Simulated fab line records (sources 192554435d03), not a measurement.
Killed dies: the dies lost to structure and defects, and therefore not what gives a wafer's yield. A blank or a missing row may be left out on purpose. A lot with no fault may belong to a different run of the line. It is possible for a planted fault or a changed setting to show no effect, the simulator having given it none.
Matching of chambers -- flow n5_finfet -- 3 sister chambers for N5_BEOL_M6_CURE_75 on uv_cure-01
The step cures SiCOH lowk, time 120 s. 3 wafers are shown with their chamber, then 9 later ones without.

## WAFERS WITH THEIR CHAMBER
wafer,chamber,wafer_temp_C_max
L082.5,0,372.2
L088.5,1,371.9
L087.5,2,371.9

## WAFERS WHOSE CHAMBER IS MISSING
wafer,wafer_temp_C_max
L091.2,372.4
L091.3,372.2
L091.6,373.3
L095.1,371.9
L095.3,372.2
L095.6,373.0
L096.2,371.8
L096.5,371.7
L096.6,371.5

## EACH ONE'S CHAMBER
wafer,from the rows above,in truth
L091.2,can't be placed: 0 or 1 or 2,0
L091.3,can't be placed: 0 or 1 or 2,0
L091.6,can't be placed: 0 or 1 or 2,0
L095.1,can't be placed: 1 or 2 or 0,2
L095.3,can't be placed: 0 or 1 or 2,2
L095.6,can't be placed: 0 or 1 or 2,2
L096.2,can't be placed: 1 or 2 or 0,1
L096.5,can't be placed: 1 or 2 or 0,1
L096.6,can't be placed: 1 or 2 or 0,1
Correctly placed: 0 of 9. Can't be placed from these rows: 9 (the true chamber is among the candidates in 9). Number placed wrongly: 0.
How it was worked out, from the rows above alone: a wafer's distance from a chamber is the root of the sum, over the readings, of the square of ((its reading less the chamber's mean) divided by the reading's scatter). If the next closest chamber is less than 2 further off than the closest, the wafer can't be placed; otherwise it belongs to the closest. For every chamber, the mean is computed from those of its wafers that are shown. The scatter (one wafer shown for each chamber): square how far every hidden wafer sits from the nearest shown wafer, average those squares and take the square root.
